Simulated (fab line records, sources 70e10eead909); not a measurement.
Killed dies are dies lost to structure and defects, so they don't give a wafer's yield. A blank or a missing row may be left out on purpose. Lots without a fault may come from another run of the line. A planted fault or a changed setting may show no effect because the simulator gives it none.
Which tool did it? | flow nand_harc | 14 lots, 42 wafers sampled, at 5 steps of a route of 1302

WHAT THE GAUGES READ, wafer by wafer
NHARC_END_SORT_01. Usual: killed_at_array 52, standard deviation 16; killed_at_other 0.8, standard deviation 0.98; killed_at_periphery 4.2, standard deviation 2.9; killed_dies 57, standard deviation 16; killed_open 3.3, standard deviation 1.9; killed_short 2.5, standard deviation 1.5.
lot  | measured     | on        | killed_at_array | killed_at_other | killed_at_periphery | killed_dies | killed_open | killed_short | flag
L849 | day 31 06:23 | prober-01 | 105 120 98      | 1 3 0           | 4 8 9               | 110 131 107 | 5 6 2       | 2 6 2        | OFF
L850 | day 32 07:26 | prober-01 | 109 115 119     | 1 1 0           | 7 6 4               | 117 122 123 | 1 2 2       | 4 2 0        | OFF

WHICH TOOL RAN EACH LOT (tool, then ch and the chambers of the sampled wafers, then the start)
lot  | NHARC_A_STAIRCASE_ETCH_201         | NHARC_THIN_TSV_CMP_01         | NHARC_THIN_TSV_STRIP_62              | NHARC_THIN_TSV_PVD_19
L834 | rie_diel-10 ch 0,1, day 16 19:18   | cmp-03 ch 0,1, day 24 18:16   | plasma_asher-01 ch 0, day 24 22:11   | pvd_sputter-01, no start
L832 | rie_diel-13 ch 0,2, day 16 19:55   | cmp-03 ch 1,2,3, day 24 11:29 | plasma_asher-01 ch 0,1, day 24 15:40 | pvd_sputter-02, no start
L831 | rie_diel-10 ch 0,1,3, day 16 20:11 | cmp-04 ch 0,1, day 24 12:41   | plasma_asher-02 ch 0,1, day 24 16:31 | pvd_sputter-01, no start
L833 | rie_diel-04 ch 0,1,2, day 17 03:17 | cmp-04 ch 0,2,3, day 25 03:43 | plasma_asher-02 ch 0,1, day 25 07:38 | pvd_sputter-02, no start
L836 | rie_diel-04 ch 0,3, day 17 20:01   | cmp-03 ch 0,1,3, day 25 04:56 | plasma_asher-01 ch 0, day 25 08:48   | pvd_sputter-02, no start
L835 | rie_diel-13 ch 1,2,3, day 17 22:28 | cmp-03 ch 1,2,3, day 25 02:29 | plasma_asher-01 ch 0,1, day 25 06:25 | pvd_sputter-02, no start
L837 | rie_diel-04 ch 1,3, day 18 16:17   | cmp-03 ch 0,2,3, day 26 09:46 | plasma_asher-01 ch 0,1, day 26 13:31 | pvd_sputter-01, no start
L838 | rie_diel-13 ch 0,1, day 18 16:35   | cmp-03 ch 0,1, day 26 08:31   | plasma_asher-02 ch 0,1, day 26 12:34 | pvd_sputter-02, no start
L840 | rie_diel-04 ch 0,2, day 19 06:28   | cmp-04 ch 1,2, day 26 21:22   | plasma_asher-02 ch 0,1, day 27 01:12 | pvd_sputter-03, no start
L839 | rie_diel-13 ch 0,1, day 19 06:52   | cmp-01 ch 1,3, day 26 22:36   | plasma_asher-02 ch 0,1, day 27 02:22 | pvd_sputter-03, no start
L849 | rie_diel-10 ch 0,1,2, day 23 00:49 | cmp-03 ch 0,2,3, day 30 15:14 | plasma_asher-02 ch 0,1, day 30 19:09 | pvd_sputter-01, day 31 06:23 or earlier
L850 | rie_diel-10 ch 0,1,3, day 23 18:43 | cmp-01 ch 0,1,2, day 31 15:12 | plasma_asher-02 ch 0,1, day 31 19:05 | pvd_sputter-02, day 32 07:26 or earlier
L851 | rie_diel-13 ch 2,3, day 24 05:03   | cmp-03 ch 0,2,3, day 32 01:15 | plasma_asher-01 ch 0,1, day 32 05:07 | pvd_sputter-01, no start
L853 | rie_diel-13 ch 0,2,3, day 25 01:48 | cmp-04 ch 0,2,3, day 32 19:41 | plasma_asher-01 ch 0,1, day 32 23:44 | pvd_sputter-02, no start
- NHARC_A_STAIRCASE_ETCH_201: etches the open film in C4F8/O2, target depth 100 nm, time 40.5 s.
- NHARC_THIN_TSV_CMP_01: polishes.
- NHARC_THIN_TSV_STRIP_62: strips in N2/H2, time 20 s.
- NHARC_THIN_TSV_PVD_19: deposits TaN, target thk 20 nm.

WHAT THE TOOLS THEMSELVES READ (means of the sampled wafers that have a number; where no wafer has one, the mark that the record gives instead)
NHARC_A_STAIRCASE_ETCH_201. Usual: oes_product_au 0.945 a.u., standard deviation 0.014; rf_vpp_V 895 V, standard deviation 4.7.
lot  | tool        | oes_product_au (a.u.) | rf_vpp_V (V) | flag
L834 | rie_diel-10 | 0.937                 | 896          |
L832 | rie_diel-13 | 0.954                 | 890          |
L831 | rie_diel-10 | 0.938                 | 894          |
L833 | rie_diel-04 | 0.945                 | 900          |
L836 | rie_diel-04 | 0.938                 | 896          |
L835 | rie_diel-13 | 0.947                 | 892          |
L837 | rie_diel-04 | 0.946                 | 895          |
L838 | rie_diel-13 | 0.952                 | 892          |
L840 | rie_diel-04 | 0.944                 | 902          |
L839 | rie_diel-13 | 0.959                 | 891          |
L849 | rie_diel-10 | 0.937                 | 898          |
L850 | rie_diel-10 | 0.945                 | 893          |
L851 | rie_diel-13 | 0.952                 | 890          |
L853 | rie_diel-13 | 0.951                 | 891          |

NHARC_THIN_TSV_CMP_01. Usual: motor_current_A 12.6 A, standard deviation 1.1.
lot  | tool   | motor_current_A (A) | flag
L834 | cmp-03 | 13.1                |
L832 | cmp-03 | 13.0                |
L831 | cmp-04 | 12.5                |
L833 | cmp-04 | 12.1                |
L836 | cmp-03 | 12.9                |
L835 | cmp-03 | 13.1                |
L837 | cmp-03 | 12.2                |
L838 | cmp-03 | 13.5                |
L840 | cmp-04 | 12.5                |
L839 | cmp-01 | 13.4                |
L849 | cmp-03 | 12.9                |
L850 | cmp-01 | 12.5                |
L851 | cmp-03 | 12.5                |
L853 | cmp-04 | 12.4                |

NHARC_THIN_TSV_STRIP_62. Usual: drypump_motor_current_A 5.7 A, standard deviation 0.65; heater_power_w 338 W, standard deviation 19.
lot  | tool            | drypump_motor_current_A (A) | heater_power_w (W) | flag
L834 | plasma_asher-01 | 6.6                         | 371                |
L832 | plasma_asher-01 | 6.1                         | 350                |
L831 | plasma_asher-02 | 5.3                         | 331                |
L833 | plasma_asher-02 | 5.6                         | 331                |
L836 | plasma_asher-01 | 6.6                         | 366                |
L835 | plasma_asher-01 | 5.6                         | 333                |
L837 | plasma_asher-01 | 5.5                         | 334                |
L838 | plasma_asher-02 | 5.3                         | 343                |
L840 | plasma_asher-02 | 5.6                         | 334                |
L839 | plasma_asher-02 | 5.3                         | 335                |
L849 | plasma_asher-02 | 5.3                         | 341                |
L850 | plasma_asher-02 | 5.6                         | 335                |
L851 | plasma_asher-01 | 6.1                         | 343                |
L853 | plasma_asher-01 | 6.1                         | 344                |

NHARC_THIN_TSV_PVD_19. Usual: throttle_valve_pct 29.9 %, standard deviation 1.
lot  | tool           | throttle_valve_pct (%) | flag
L834 | pvd_sputter-01 | 29.0                   |
L832 | pvd_sputter-02 | 29.8                   |
L831 | pvd_sputter-01 | 30.6                   |
L833 | pvd_sputter-02 | 29.8                   |
L836 | pvd_sputter-02 | 29.8                   |
L835 | pvd_sputter-02 | 29.9                   |
L837 | pvd_sputter-01 | 29.2                   |
L838 | pvd_sputter-02 | 29.7                   |
L840 | pvd_sputter-03 | 29.7                   |
L839 | pvd_sputter-03 | 29.5                   |
L849 | pvd_sputter-01 | 30.5                   |
L850 | pvd_sputter-02 | 30.1                   |
L851 | pvd_sputter-01 | 29.7                   |
L853 | pvd_sputter-02 | 30.2                   |

THE ANSWER, worked out from the rows above alone
Rule: a lot is off if the mean of its wafers that have a number lies more than 3 standard deviations from the usual mean. A lot without any number at a reading at which 4 lots or more have one is off too. The other lots that the step has rows for count as sound. The gauges are gone through in route order, then the tools' own readings, and for those a lot's mean is taken as printed above. The first step at which some lot is off is used, and at that step the reading that is off furthest; a lot without a number counts as furthest.
Off: L849, L850, at NHARC_END_SORT_01 (killed_dies). Neither off nor sound, because the step has no rows for them: L834, L832, L831, L833, L836, L835, L837, L838, L840, L839, L851, L853.
A tool fits if, at a process step before that reading, it ran every lot that is off, and no sound lot after the first of them. The gauges at NHARC_END_SORT_01 are tried like those tools. NHARC_THIN_TSV_PVD_19 gives no start for some lots, so the hours and the order of its lots are those of NHARC_END_SORT_01. Can't be told from this: 3 tools fit, rie_diel-10 at NHARC_A_STAIRCASE_ETCH_201, plasma_asher-02 at NHARC_THIN_TSV_STRIP_62, prober-01 at NHARC_END_SORT_01.

WHAT THE SIMULATOR HAD PUT IN
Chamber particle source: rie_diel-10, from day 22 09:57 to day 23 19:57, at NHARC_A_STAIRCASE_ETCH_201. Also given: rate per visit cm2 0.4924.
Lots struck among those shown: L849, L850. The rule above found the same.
